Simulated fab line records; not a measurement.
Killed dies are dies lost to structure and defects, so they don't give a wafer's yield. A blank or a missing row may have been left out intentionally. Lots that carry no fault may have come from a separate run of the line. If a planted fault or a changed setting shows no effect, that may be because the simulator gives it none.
Chamber matching -- flow nand harc -- 4 sister chambers for NHARC_A_CONTACT_ETCH_102 on rie diel-10
The step etches the open film in CF4/O2, target depth 100 nm, overetch 10 nm, time 55 s. 16 wafers are shown with their chamber, then 8 later ones without.

== WAFERS PAIRED WITH THEIR CHAMBERS ==
wafer,chamber,showerhead plenum p Torr (Torr),drypump motor current A (A),rf vpp V (V)
L078.1,0,1.33,5.5,197.5
L078.2,1,1.27,6.4,196.7
L078.5,2,1.42,6.2,199.4
L080.1,3,1.34,4.6,197.0
L080.4,1,1.26,6.4,195.1
L080.6,1,1.26,6.4,195.3
L081.1,1,1.26,6.5,196.4
L081.3,0,1.33,5.5,197.4
L081.5,1,1.26,6.5,196.1
L086.1,2,1.42,6.2,200.1
L086.3,1,1.26,6.5,197.2
L086.6,0,1.33,5.5,197.1
L087.2,2,1.42,6.1,198.1
L087.3,3,1.33,4.6,198.1
L087.5,2,1.42,6.1,199.7
L091.2,3,1.33,4.7,196.9

SIGNATURES (averages over the wafers above)
reading,chamber 0,chamber 1,chamber 2,chamber 3,scatter within a chamber
showerhead plenum p Torr,1.3300,1.2617,1.4200,1.3333,0.00354
drypump motor current A,5.500,6.450,6.150,4.633,0.0514
rf vpp V,197.333,196.133,199.325,197.333,0.737
Rule: distance of a wafer from a chamber = root of the sum over the readings of ((wafer's reading minus chamber's mean) / reading's scatter) squared. If the next closest chamber is less than 2 further off than the closest, the wafer can't be placed; otherwise it belongs to the closest. The scatter is the square root of a quotient: the sum, over the shown wafers, of each reading's squared deviation from its chamber's mean, divided by wafers minus chambers.

== WAFERS WITHOUT THEIR CHAMBER ==
wafer,showerhead plenum p Torr (Torr),drypump motor current A (A),rf vpp V (V)
L091.5,1.33,4.6,197.7
L091.6,1.33,5.5,198.5
L094.2,1.32,5.5,197.7
L094.3,1.41,6.1,198.6
L094.5,1.26,6.4,196.8
L096.1,1.33,4.6,197.8
L096.3,1.26,6.5,195.9
L096.5,1.33,4.6,197.5

== WHICH CHAMBER EACH ONE RAN IN ==
wafer,from the rows above,in truth
L091.5,3,3
L091.6,0,0
L094.2,0,0
L094.3,2,2
L094.5,1,1
L096.1,3,3
L096.3,1,1
L096.5,3,3
8 of 8 placed correctly. Left unplaced by these rows: 0. Wrongly placed: 0.
